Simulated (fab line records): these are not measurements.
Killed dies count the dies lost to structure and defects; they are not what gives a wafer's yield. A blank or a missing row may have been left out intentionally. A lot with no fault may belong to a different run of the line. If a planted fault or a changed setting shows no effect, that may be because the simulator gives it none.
What tool caused it? + flow n5 finfet + 11 lots with 32 wafers sampled at 5 steps, on a route of 1938 steps

WHAT THE GAUGES READ, wafer by wafer
Not one reading of a measure or inspect step in the record can be checked against a usual standard deviation.

TOOL THAT RAN EACH LOT (tool first, then ch and the chambers of the sampled wafers, then the start)
| lot  | N5_MOL_CONTACT_COAG_ETCH_105       | N5_MIM_TOP_ALD_01                           | N5_MIM_TOP_ALD_02                           | N5_MIM_TOP_LITHO_DESCUM_10         | N5_PASSIVATION_PROBE_49 |
|------|------------------------------------|---------------------------------------------|---------------------------------------------|------------------------------------|-------------------------|
| L847 | rie diel-05 ch 1,2,3, day 4 18:10  | ald hk-02 ch 0,2,3, day 12 15:12 or earlier | ald hk-02 ch 0,2,3, day 12 15:12 or earlier | rie diel-04 ch 0,1,3, day 12 15:12 | -                       |
| L849 | rie diel-05 ch 1,2,3, day 5 03:04  | ald hk-01 ch 1,2,3, day 12 07:42 or earlier | ald hk-01 ch 1,2,3, day 12 07:42 or earlier | rie diel-04 ch 0,3, day 12 07:42   | -                       |
| L850 | rie diel-05 ch 1,2,3, day 5 09:50  | ald hk-02 ch 1,2,3, day 12 16:33 or earlier | ald hk-02 ch 1,2,3, day 12 16:33 or earlier | rie diel-01 ch 0,1,2, day 12 16:33 | -                       |
| L851 | rie diel-05 ch 0,1,3, day 5 16:17  | ald hk-03 ch 0,2,3, day 13 01:53 or earlier | ald hk-03 ch 0,2,3, day 13 01:53 or earlier | rie diel-05 ch 0,1,3, day 13 01:53 | -                       |
| L852 | rie diel-04 ch 0,2, day 5 22:34    | ald hk-01 ch 0,1, day 13 10:58 or earlier   | ald hk-01 ch 0,1, day 13 10:58 or earlier   | rie diel-04 ch 2,3, day 13 10:58   | -                       |
| L853 | rie diel-01 ch 0,2, day 6 07:08    | ald hk-03 ch 1,2,3, day 13 14:55 or earlier | ald hk-03 ch 1,2,3, day 13 14:55 or earlier | rie diel-05 ch 0,1, day 13 14:55   | -                       |
| L860 | rie diel-01 ch 1,2,3, day 8 06:02  | ald hk-01 ch 0,2,3, day 15 21:49 or earlier | ald hk-01 ch 0,2,3, day 15 21:49 or earlier | rie diel-01 ch 0,2,3, day 15 21:49 | prober-02, day 16 07:53 |
| L862 | rie diel-01 ch 1,2,3, day 8 18:21  | ald hk-02 ch 0,2, day 15 22:28 or earlier   | ald hk-02 ch 0,2, day 15 22:28 or earlier   | rie diel-04 ch 0,2,3, day 15 22:28 | prober-01, day 16 09:59 |
| L865 | rie diel-05 ch 0,1, day 9 09:07    | ald hk-02 ch 2, day 16 16:38 or earlier     | ald hk-02 ch 2, day 16 16:38 or earlier     | rie diel-05 ch 0,1, day 16 16:38   | prober-02, day 17 03:28 |
| L867 | rie diel-04 ch 0,1, day 9 20:29    | ald hk-01 ch 0,1, day 17 04:19 or earlier   | ald hk-01 ch 0,1, day 17 04:19 or earlier   | rie diel-01 ch 0,1,3, day 17 04:19 | -                       |
| L869 | rie diel-04 ch 0,1,3, day 10 10:30 | ald hk-02 ch 1,2, day 17 20:02 or earlier   | ald hk-02 ch 1,2, day 17 20:02 or earlier   | rie diel-01 ch 1,3, day 17 20:02   | -                       |
- N5_MOL_CONTACT_COAG_ETCH_105: etches SiARC in CF4, target depth 15.6 nm, time 26 s.
- N5_MIM_TOP_ALD_01: deposits HfO2, target thk 5.6 nm, pulse time 1 s, purge time 3 s.
- N5_MIM_TOP_ALD_02: deposits Al2O3, purge time 3 s, co reactant pulse time 3 s.
- N5_MIM_TOP_LITHO_DESCUM_10: chemistry O2, time 7.9 s.
- N5_PASSIVATION_PROBE_49

WHAT THE TOOLS THEMSELVES READ (means of the sampled wafers that have a number; where no wafer has one, the mark that the record gives instead)
N5_MOL_CONTACT_COAG_ETCH_105. Usual: drypump motor current A 5.4 A (standard deviation 0.39); etch rf on time s 26.0 s (standard deviation 1.1); mfc ar sccm 99.96 sccm (standard deviation 0.3); oes product au 0.67 a.u. (standard deviation 0.072); rf vpp V 183.9 V (standard deviation 1.4); showerhead plenum p Torr 2.13 Torr (standard deviation 0.081); throttle valve pct 15.62 % (standard deviation 0.26).
| lot  | tool        | drypump motor current A (A) | etch rf on time s (s) | mfc ar sccm (sccm) | oes product au (a.u.) | rf vpp V (V) | showerhead plenum p Torr (Torr) | throttle valve pct (%) | flag |
|------|-------------|-----------------------------|-----------------------|--------------------|-----------------------|--------------|---------------------------------|------------------------|------|
| L847 | rie diel-05 | 5.4                         | 26.0                  | 100.22             | 0.67                  | 183.4        | 2.10                            | 15.64                  |      |
| L849 | rie diel-05 | 5.4                         | 26.0                  | 100.16             | 0.68                  | 184.0        | 2.10                            | 15.63                  |      |
| L850 | rie diel-05 | 5.4                         | 25.7                  | 100.17             | 0.67                  | 182.5        | 2.10                            | 15.65                  |      |
| L851 | rie diel-05 | 5.1                         | 25.7                  | 99.95              | 0.65                  | 183.8        | 2.12                            | 15.62                  |      |
| L852 | rie diel-04 | 5.8                         | 27.2                  | 99.76              | 0.59                  | 185.0        | 2.21                            | 15.91                  |      |
| L853 | rie diel-01 | 5.6                         | 25.8                  | 100.20             | 0.76                  | 185.2        | 2.15                            | 15.39                  |      |
| L860 | rie diel-01 | 5.5                         | 26.2                  | 99.96              | 0.66                  | 184.4        | 2.17                            | 15.61                  |      |
| L862 | rie diel-01 | 5.5                         | 26.1                  | 99.91              | 0.65                  | 185.0        | 2.17                            | 15.62                  |      |
| L865 | rie diel-05 | 5.2                         | 26.9                  | 99.51              | 0.63                  | 183.8        | 2.06                            | 15.62                  |      |
| L867 | rie diel-04 | 5.9                         | 26.7                  | 99.99              | 0.78                  | 185.6        | 2.21                            | 15.28                  |      |
| L869 | rie diel-04 | 5.5                         | 26.0                  | 99.95              | 0.78                  | 184.2        | 2.21                            | 15.20                  |      |

N5_MIM_TOP_ALD_01. Usual: precursor pulse height rel at 1.002, with a standard deviation of 0.019.
| lot  | tool      | precursor pulse height rel | flag |
|------|-----------|----------------------------|------|
| L847 | ald hk-02 | 1.007                      |      |
| L849 | ald hk-01 | 1.006                      |      |
| L850 | ald hk-02 | 0.982                      |      |
| L851 | ald hk-03 | 1.014                      |      |
| L852 | ald hk-01 | 1.011                      |      |
| L853 | ald hk-03 | 1.008                      |      |
| L860 | ald hk-01 | 0.998                      |      |
| L862 | ald hk-02 | 0.981                      |      |
| L865 | ald hk-02 | 1.007                      |      |
| L867 | ald hk-01 | 0.996                      |      |
| L869 | ald hk-02 | 1.011                      |      |

N5_MIM_TOP_ALD_02. Usual: precursor pulse height rel at 1.000, with a standard deviation of 0.02.
| lot  | tool      | precursor pulse height rel | flag |
|------|-----------|----------------------------|------|
| L847 | ald hk-02 | 0.999                      |      |
| L849 | ald hk-01 | 0.995                      |      |
| L850 | ald hk-02 | 1.017                      |      |
| L851 | ald hk-03 | 0.979                      |      |
| L852 | ald hk-01 | 1.007                      |      |
| L853 | ald hk-03 | 0.993                      |      |
| L860 | ald hk-01 | 1.006                      |      |
| L862 | ald hk-02 | 0.992                      |      |
| L865 | ald hk-02 | 1.008                      |      |
| L867 | ald hk-01 | 0.991                      |      |
| L869 | ald hk-02 | 0.999                      |      |

N5_MIM_TOP_LITHO_DESCUM_10. Usual: drypump motor current A 5.5 A, standard deviation 0.38; oes product au 0.81 a.u., standard deviation 0.081; rf vpp V 243.0 V, standard deviation 1.5; showerhead plenum p Torr 2.09 Torr, standard deviation 0.084; throttle valve pct 20.4 %, standard deviation 0.32.
| lot  | tool        | drypump motor current A (A) | oes product au (a.u.) | rf vpp V (V) | showerhead plenum p Torr (Torr) | throttle valve pct (%) | flag |
|------|-------------|-----------------------------|-----------------------|--------------|---------------------------------|------------------------|------|
| L847 | rie diel-04 | 5.5                         | 0.87                  | 243.7        | 2.15                            | 20.0                   |      |
| L849 | rie diel-04 | 5.4                         | 0.85                  | 243.6        | 2.13                            | 20.0                   |      |
| L850 | rie diel-01 | 5.5                         | 0.80                  | 242.6        | 2.07                            | 20.4                   |      |
| L851 | rie diel-05 | 5.1                         | 0.80                  | 243.0        | 2.04                            | 20.3                   |      |
| L852 | rie diel-04 | 5.3                         | 0.84                  | 243.3        | 2.13                            | 20.1                   |      |
| L853 | rie diel-05 | 5.3                         | 0.73                  | 242.3        | 2.00                            | 20.4                   |      |
| L860 | rie diel-01 | 5.8                         | 0.86                  | 242.9        | 2.10                            | 20.4                   |      |
| L862 | rie diel-04 | 5.6                         | 0.82                  | 242.9        | 2.12                            | 20.2                   |      |
| L865 | rie diel-05 | 5.2                         | 0.82                  | 244.2        | 2.10                            | 20.1                   |      |
| L867 | rie diel-01 | 5.7                         | 0.83                  | 243.4        | 2.07                            | 20.3                   |      |
| L869 | rie diel-01 | 5.7                         | 0.85                  | 243.0        | 2.13                            | 20.4                   |      |

N5_PASSIVATION_PROBE_49. Usual: defect limited yield 91.1 %, standard deviation 1.6; killed_at_M0_to_M3 35, standard deviation 11; killed_at_M4_up 13, standard deviation 5.4; killed at contacts 13, standard deviation 6.5; killed at front end 40, standard deviation 14; killed at other 4, standard deviation 3.1; killed dies 105, standard deviation 18; killed on rim 14, standard deviation 4.1; killed open 69, standard deviation 14; killed short 34, standard deviation 7.3; sort_bin_5_function 5.2 %, standard deviation 0.96; sort_bin_6_memory 3.4 %, standard deviation 0.77; sort_bin_8_speed 0.02 %, standard deviation 0.13; sort n pass 1075, standard deviation 19; sort yield pct 91.1 %, standard deviation 1.6.
| lot  | tool      | defect limited yield (%) | killed_at_M0_to_M3 | killed_at_M4_up | killed at contacts | killed at front end | killed at other | killed dies | killed on rim | killed open | killed short | sort_bin_5_function (%) | sort_bin_6_memory (%) | sort_bin_8_speed (%) | sort n pass | sort yield pct (%) | flag |
|------|-----------|--------------------------|--------------------|-----------------|--------------------|---------------------|-----------------|-------------|---------------|-------------|--------------|-------------------------|-----------------------|----------------------|-------------|--------------------|------|
| L860 | prober-02 | 84.3                     | 44                 | 15              | 85                 | 37                  | 6               | 186         | 27            | 75          | 30           | 10.4                    | 4.2                   | 0.00                 | 994         | 84.3               | OFF  |
| L862 | prober-01 | 84.9                     | 44                 | 13              | 87                 | 32                  | 3               | 179         | 24            | 66          | 34           | 9.6                     | 4.2                   | 0.00                 | 1001        | 84.9               | OFF  |
| L865 | prober-02 | 86.8                     | 42                 | 11              | 12                 | 84                  | 6               | 156         | 22            | 110         | 41           | 8.2                     | 4.6                   | 0.00                 | 1024        | 86.8               | OFF  |

THE ANSWER, worked out from the rows above alone
Rule: a lot counts as off when the mean over its wafers that have a number is more than 3 standard deviations away from the usual mean. Also off: a lot with no number at a reading for which 4 or more lots have one. The other lots that the step has rows for count as sound. First the gauges in route order, then the tools' own readings, where a lot's mean is used as printed above. At the first step where some lot is off, the reading lying furthest off is the one used; lots without a number count as furthest.
Off: L860, L862, at N5_PASSIVATION_PROBE_49 (killed at contacts). Neither off nor sound, because the step has no rows for them: L847, L849, L850, L851, L852, L853, L867, L869.
A tool fits if, at that step or a process step before it, it ran every lot that is off, and no sound lot after the first of them. N5_MIM_TOP_ALD_01: start missing for some lots; hours and lot order therefore follow N5_MIM_TOP_LITHO_DESCUM_10. N5_MIM_TOP_ALD_02: start missing for some lots; hours and lot order therefore follow N5_MIM_TOP_LITHO_DESCUM_10. One candidate fits, namely rie diel-01 at N5_MOL_CONTACT_COAG_ETCH_105. It ran no sound lot before its first lot that is off in this sample, so the start can't be narrowed down.

WHAT HAD BEEN PUT IN BY THE SIMULATOR
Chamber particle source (rie diel-01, N5_MOL_CONTACT_COAG_ETCH_105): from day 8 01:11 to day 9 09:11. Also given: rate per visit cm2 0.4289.
Struck lots among those shown: L860, L862. The rule above reached the same finding.
